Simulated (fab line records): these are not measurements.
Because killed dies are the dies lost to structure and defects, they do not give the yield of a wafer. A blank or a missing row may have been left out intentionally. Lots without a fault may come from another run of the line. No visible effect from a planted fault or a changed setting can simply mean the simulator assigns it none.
Matching of chambers || flow nandHarc || NHARC_P_M1_CMP_23 on cmp-02 has 4 sister chambers
The step polishes, t overpolish 20 s, target thk 157.82 nm. 14 wafers are shown with their chamber, then 7 later ones without.

## WAFERS, EACH WITH ITS CHAMBER
{"wafer": "L081.2", "chamber": 2, "motorCurrentA (A)": 10.8, "timeToEndpointS (s)": 24.6}
{"wafer": "L081.3", "chamber": 3, "motorCurrentA (A)": 11.0, "timeToEndpointS (s)": 23.2}
{"wafer": "L081.5", "chamber": 2, "motorCurrentA (A)": 11.0, "timeToEndpointS (s)": 25.2}
{"wafer": "L082.1", "chamber": 2, "motorCurrentA (A)": 10.7, "timeToEndpointS (s)": 24.7}
{"wafer": "L082.4", "chamber": 0, "motorCurrentA (A)": 13.3, "timeToEndpointS (s)": 28.1}
{"wafer": "L082.5", "chamber": 3, "motorCurrentA (A)": 12.4, "timeToEndpointS (s)": 23.1}
{"wafer": "L085.4", "chamber": 0, "motorCurrentA (A)": 13.6, "timeToEndpointS (s)": 28.0}
{"wafer": "L085.5", "chamber": 3, "motorCurrentA (A)": 11.8, "timeToEndpointS (s)": 22.8}
{"wafer": "L085.6", "chamber": 0, "motorCurrentA (A)": 13.8, "timeToEndpointS (s)": 27.5}
{"wafer": "L086.2", "chamber": 1, "motorCurrentA (A)": 9.2, "timeToEndpointS (s)": 27.5}
{"wafer": "L086.4", "chamber": 0, "motorCurrentA (A)": 13.3, "timeToEndpointS (s)": 31.9}
{"wafer": "L086.6", "chamber": 2, "motorCurrentA (A)": 10.6, "timeToEndpointS (s)": 28.6}
{"wafer": "L089.1", "chamber": 0, "motorCurrentA (A)": 13.7, "timeToEndpointS (s)": 30.5}
{"wafer": "L089.4", "chamber": 2, "motorCurrentA (A)": 10.5, "timeToEndpointS (s)": 25.8}

SIGNATURES, as means of the wafers listed above
{"reading": "motorCurrentA", "chamber 0": 13.540, "chamber 1": 9.200, "chamber 2": 10.720, "chamber 3": 11.733, "scatter within a chamber": 0.367}
{"reading": "timeToEndpointS", "chamber 0": 29.200, "chamber 1": 27.500, "chamber 2": 25.780, "chamber 3": 23.033, "scatter within a chamber": 1.6}
Rule: for a wafer and a chamber, the distance is found by dividing, reading by reading, the gap between the wafer's reading and the chamber's mean by the reading's scatter, squaring, summing and taking the root. The wafer belongs to the nearest chamber; if the next one is less than 2 further off, it can't be placed. The scatter: the root of (the sum of the squares of (reading less its chamber's mean) over the shown wafers, divided by (wafers less chambers)).

## WAFERS WITHOUT THEIR CHAMBER
{"wafer": "L089.5", "motorCurrentA (A)": 9.5, "timeToEndpointS (s)": 25.3}
{"wafer": "L093.2", "motorCurrentA (A)": 9.3, "timeToEndpointS (s)": 26.1}
{"wafer": "L093.3", "motorCurrentA (A)": 11.4, "timeToEndpointS (s)": 26.3}
{"wafer": "L093.5", "motorCurrentA (A)": 8.9, "timeToEndpointS (s)": 24.4}
{"wafer": "L094.1", "motorCurrentA (A)": 10.7, "timeToEndpointS (s)": 27.1}
{"wafer": "L094.4", "motorCurrentA (A)": 11.8, "timeToEndpointS (s)": 24.4}
{"wafer": "L094.6", "motorCurrentA (A)": 13.4, "timeToEndpointS (s)": 28.1}

## EACH ONE'S CHAMBER
{"wafer": "L089.5", "from the rows above": "can't be placed: 1 or 2", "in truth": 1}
{"wafer": "L093.2", "from the rows above": 1, "in truth": 1}
{"wafer": "L093.3", "from the rows above": "can't be placed: 2 or 3", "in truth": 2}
{"wafer": "L093.5", "from the rows above": 1, "in truth": 1}
{"wafer": "L094.1", "from the rows above": 2, "in truth": 2}
{"wafer": "L094.4", "from the rows above": 3, "in truth": 3}
{"wafer": "L094.6", "from the rows above": 0, "in truth": 0}
Correctly placed: 5 of 7. Cannot be placed on the basis of these rows: 2; the candidates contain the true chamber in 2. Number placed wrongly: 0.
